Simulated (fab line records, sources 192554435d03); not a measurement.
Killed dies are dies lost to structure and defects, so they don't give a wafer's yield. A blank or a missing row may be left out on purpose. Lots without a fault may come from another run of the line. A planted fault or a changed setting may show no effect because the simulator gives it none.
Which tool did it? | flow n5_finfet | 9 lots, 27 wafers sampled, at 5 steps of a route of 1938

WHAT THE GAUGES READ, wafer by wafer
N5_BEOL_M4_RC_MEAS_101. Usual: DIBL_N 36.0 mV/V, standard deviation 1.8; DIBL_P 36.3 mV/V, standard deviation 2.4; IOFF_N 0.16 nA/um, standard deviation 0.035; IOFF_P 0.21 nA/um, standard deviation 0.036; ION_N 673 uA/um, standard deviation 13; ION_P 461 uA/um, standard deviation 7.2; SS_N 71.4 mV/dec, standard deviation 0.6; SS_P 73.2 mV/dec, standard deviation 0.7; VT_N 250 mV, standard deviation 4; VT_P -250.9 mV, standard deviation 2.9.
lot  | measured     | on        | DIBL_N (mV/V)  | DIBL_P (mV/V)  | IOFF_N (nA/um) | IOFF_P (nA/um) | ION_N (uA/um) | ION_P (uA/um) | SS_N (mV/dec)  | SS_P (mV/dec)  | VT_N (mV)   | VT_P (mV)            | flag
L670 | day 9 03:07  | prober-02 | 34.3 34.0 32.7 | 33.5 32.9 30.7 | 0.16 0.14 0.12 | 0.21 0.19 0.16 | 678 670 653   | 463 459 461   | 70.8 71.3 71.3 | 73.2 72.7 72.2 | 246 250 252 | -247.1 -249.6 -251.3 |
L672 | day 10 02:00 | prober-02 | 32.7 34.2 35.7 | 32.6 34.1 37.3 | 0.10 0.12 0.15 | 0.14 0.16 0.20 | 643 663 692   | 446 453 471   | 70.0 71.5 71.5 | 71.9 72.7 73.3 | 259 255 248 | -257.7 -254.1 -249.6 |
L678 | day 10 11:23 | prober-01 | 35.3 34.6 32.8 | 35.9 35.0 32.3 | 0.13 0.13 0.10 | 0.21 0.19 0.15 | 668 673 657   | 464 473 458   | 70.6 70.6 70.4 | 73.9 73.0 71.3 | 255 253 259 | -250.9 -252.9 -252.3 |
L684 | day 12 16:12 | prober-02 | 35.5 34.0 36.1 | 37.7 35.7 37.6 | 0.18 0.14 0.17 | 0.22 0.19 0.23 | 683 682 680   | 467 469 457   | 70.6 71.1 71.8 | 73.8 72.9 73.7 | 247 251 247 | -248.6 -251.5 -248.3 |
L685 | day 12 22:46 | prober-01 | 37.1 35.1 37.7 | 38.5 35.2 38.7 | 0.16 0.12 0.17 | 0.23 0.20 0.24 | 678 664 680   | 465 463 470   | 71.7 71.3 71.9 | 73.3 72.1 73.4 | 251 257 250 | -248.7 -251.2 -249.4 |
L686 | day 12 17:22 | prober-01 | 39.2 34.6 35.4 | 40.2 35.4 35.4 | 0.21 0.13 0.13 | 0.26 0.18 0.19 | 685 673 662   | 468 462 455   | 71.6 71.3 71.5 | 74.1 73.0 73.3 | 246 254 254 | -249.3 -252.8 -252.0 |
L687 | day 12 22:59 | prober-02 | 36.0 33.0 37.4 | 35.9 32.7 36.6 | 0.15 0.11 0.16 | 0.20 0.16 0.21 | 675 668 667   | 461 459 457   | 71.1 70.9 71.4 | 74.0 73.1 73.7 | 252 253 253 | -250.9 -252.0 -251.4 |
L688 | day 14 04:22 | prober-01 | 36.3 36.6 35.2 | 34.9 36.3 33.6 | 0.15 0.15 0.13 | 0.20 0.22 0.17 | 679 671 661   | 465 459 450   | 71.5 70.9 71.0 | 73.1 73.6 71.9 | 246 249 250 | -251.2 -251.9 -253.3 |
L690 | day 14 06:26 | prober-01 | 37.2 37.9 39.3 | 37.1 36.6 38.0 | 0.16 0.16 0.20 | 0.21 0.21 0.25 | 673 681 687   | 457 461 464   | 71.4 72.1 72.2 | 73.4 74.0 73.7 | 250 250 247 | -252.4 -252.9 -246.7 |

WHICH TOOL RAN EACH LOT (tool, then ch and the chambers of the sampled wafers, then the start)
lot  | N5_HKMG_FIN_ETCH_67                | N5_HKMG_FIN_STRIP_69                 | N5_HKMG_FIN_ALD_72           | N5_GATE_CUT_ETCH_56
L670 | rie_diel-01 ch 1,2,3, day 5 02:22  | plasma_asher-02 ch 0, day 5 02:43    | cvd_w-02 ch 0,1, day 5 03:28 | rie_metal-01 ch 0,1, day 5 04:30
L672 | rie_diel-05 ch 0,2,3, day 5 15:59  | plasma_asher-02 ch 0,1, day 5 16:20  | cvd_w-02 ch 0,1, day 5 17:05 | rie_metal-02 ch 0,1, day 5 18:08
L678 | rie_diel-05 ch 0,3, day 6 22:59    | plasma_asher-01 ch 0,1, day 6 23:20  | cvd_w-01 ch 0,1, day 7 00:05 | rie_metal-01 ch 0,1, day 7 01:07
L684 | rie_diel-06 ch 0,3, day 8 11:32    | plasma_asher-01 ch 0,1, day 8 12:01  | cvd_w-02 ch 0,1, day 8 12:40 | rie_metal-01 ch 0,1, day 8 13:42
L685 | rie_diel-06 ch 1,3, day 8 18:11    | plasma_asher-01 ch 0,1, day 8 18:33  | cvd_w-01 ch 0,1, day 8 19:17 | rie_metal-03 ch 0,1, day 8 20:20
L686 | rie_diel-01 ch 0,1,2, day 9 01:30  | plasma_asher-02 ch 0,1, day 9 01:52  | cvd_w-01 ch 0,1, day 9 02:36 | rie_metal-03 ch 0,1, day 9 03:48
L687 | rie_diel-05 ch 0,2,3, day 9 05:22  | plasma_asher-01 ch 0,1, day 9 05:43  | cvd_w-02 ch 0,1, day 9 07:09 | rie_metal-01 ch 0,1, day 9 08:11
L688 | rie_diel-06 ch 1,2,3, day 9 12:39  | plasma_asher-01 ch 0,1, day 9 13:01  | cvd_w-01 ch 0,1, day 9 13:46 | rie_metal-02 ch 0,1, day 9 14:47
L690 | rie_diel-06 ch 0,1,2, day 10 01:37 | plasma_asher-01 ch 0,1, day 10 01:59 | cvd_w-01 ch 1, day 10 02:44  | rie_metal-01 ch 0,1, day 10 03:46
- N5_HKMG_FIN_ETCH_67: etches SOC in N2/H2, stops on TiN, target depth 388.9 nm.
- N5_HKMG_FIN_STRIP_69: strips in N2/H2, time 360 s.
- N5_HKMG_FIN_ALD_72: deposits W, target thk 2 nm, pulse time 1 s, purge time 2 s.
- N5_GATE_CUT_ETCH_56: etches TiN in Cl2/Ar, target depth 21.6 nm.

WHAT THE TOOLS THEMSELVES READ (means of the sampled wafers that have a number; where no wafer has one, the mark that the record gives instead)
N5_HKMG_FIN_ETCH_67. Usual: bias_w 60.99 W, standard deviation 0.19; drypump_motor_current_A 5.7 A, standard deviation 0.55; oes_product_au 0.75 a.u., standard deviation 0.083; rf_vpp_V 240.4 V, standard deviation 1.4; showerhead_plenum_p_Torr 2.52 Torr, standard deviation 0.078; throttle_valve_pct 17.86 %, standard deviation 0.28.
lot  | tool        | bias_w (W) | drypump_motor_current_A (A) | oes_product_au (a.u.) | rf_vpp_V (V) | showerhead_plenum_p_Torr (Torr) | throttle_valve_pct (%) | flag
L670 | rie_diel-01 | 60.95      | 5.6                         | 0.77                  | 240.7        | 2.55                            | 17.65                  |
L672 | rie_diel-05 | 61.05      | 5.9                         | 0.76                  | 241.4        | 2.58                            | 17.79                  |
L678 | rie_diel-05 | 60.87      | 6.1                         | 0.77                  | 240.7        | 2.58                            | 17.92                  |
L684 | rie_diel-06 | 60.93      | 5.6                         | 0.73                  | 240.5        | 2.50                            | 17.93                  |
L685 | rie_diel-06 | 61.06      | 5.2                         | 0.70                  | 239.6        | 2.43                            | 18.23                  |
L686 | rie_diel-01 | 60.96      | 5.5                         | 0.78                  | 239.8        | 2.52                            | 17.64                  |
L687 | rie_diel-05 | 60.87      | 5.9                         | 0.75                  | 240.3        | 2.57                            | 17.82                  |
L688 | rie_diel-06 | 60.89      | 5.7                         | 0.81                  | 240.5        | 2.53                            | 17.97                  |
L690 | rie_diel-06 | 60.85      | 5.7                         | 0.83                  | 241.4        | 2.56                            | 17.80                  |

N5_HKMG_FIN_STRIP_69. Usual: drypump_motor_current_A 5.61 A, standard deviation 0.26; heater_power_w 465 W, standard deviation 27.
lot  | tool            | drypump_motor_current_A (A) | heater_power_w (W) | flag
L670 | plasma_asher-02 | 5.38                        | 486                |
L672 | plasma_asher-02 | 5.48                        | 471                |
L678 | plasma_asher-01 | 5.52                        | 478                |
L684 | plasma_asher-01 | 5.53                        | 475                |
L685 | plasma_asher-01 | 5.71                        | 460                |
L686 | plasma_asher-02 | 5.51                        | 473                |
L687 | plasma_asher-01 | 5.53                        | 480                |
L688 | plasma_asher-01 | 5.72                        | 455                |
L690 | plasma_asher-01 | 5.53                        | 468                |

N5_HKMG_FIN_ALD_72. Usual: heater_power_w 452 W, standard deviation 42; precursor_pulse_height_rel 0.998, standard deviation 0.021; susceptor_temp_C 299.97 C, standard deviation 0.16.
lot  | tool     | heater_power_w (W) | precursor_pulse_height_rel | susceptor_temp_C (C) | flag
L670 | cvd_w-02 | 457                | 1.005                      | 299.92               |
L672 | cvd_w-02 | 444                | 1.010                      | 299.86               |
L678 | cvd_w-01 | 432                | 0.968                      | 299.90               |
L684 | cvd_w-02 | 459                | 0.993                      | 300.04               |
L685 | cvd_w-01 | 469                | 1.011                      | 300.14               |
L686 | cvd_w-01 | 441                | 1.022                      | 300.03               |
L687 | cvd_w-02 | 454                | 1.013                      | 299.80               |
L688 | cvd_w-01 | 440                | 1.008                      | 299.88               |
L690 | cvd_w-01 | 515                | 0.972                      | 300.04               |

N5_GATE_CUT_ETCH_56. Usual: bias_w 60.02 W, standard deviation 0.17; drypump_motor_current_A 6.0 A, standard deviation 0.38; oes_product_au 0.80 a.u., standard deviation 0.095; throttle_valve_pct 20.71 %, standard deviation 0.22.
lot  | tool         | bias_w (W) | drypump_motor_current_A (A) | oes_product_au (a.u.) | throttle_valve_pct (%) | flag
L670 | rie_metal-01 | 60.13      | 5.6                         | 0.81                  | 20.53                  |
L672 | rie_metal-02 | 60.01      | 6.2                         | 0.94                  | 20.91                  |
L678 | rie_metal-01 | 60.17      | 5.6                         | 0.80                  | 20.53                  |
L684 | rie_metal-01 | 60.00      | 5.6                         | 0.80                  | 20.53                  |
L685 | rie_metal-03 | 59.88      | 6.1                         | 0.67                  | 20.72                  |
L686 | rie_metal-03 | 59.97      | 6.2                         | 0.68                  | 20.73                  |
L687 | rie_metal-01 | 60.11      | 5.8                         | 0.79                  | 20.71                  |
L688 | rie_metal-02 | 60.10      | 6.2                         | 0.88                  | 20.93                  |
L690 | rie_metal-01 | 60.13      | 5.9                         | 0.79                  | 20.73                  |

THE ANSWER, worked out from the rows above alone
Rule: a lot is off if the mean of its wafers that have a number lies more than 3 standard deviations from the usual mean. A lot without any number at a reading at which 4 lots or more have one is off too. The other lots that the step has rows for count as sound. The gauges are gone through in route order, then the tools' own readings, and for those a lot's mean is taken as printed above. The first step at which some lot is off is used, and at that step the reading that is off furthest; a lot without a number counts as furthest.
No lot is off at any reading shown: from this, nothing can be told.

WHAT THE SIMULATOR HAD PUT IN
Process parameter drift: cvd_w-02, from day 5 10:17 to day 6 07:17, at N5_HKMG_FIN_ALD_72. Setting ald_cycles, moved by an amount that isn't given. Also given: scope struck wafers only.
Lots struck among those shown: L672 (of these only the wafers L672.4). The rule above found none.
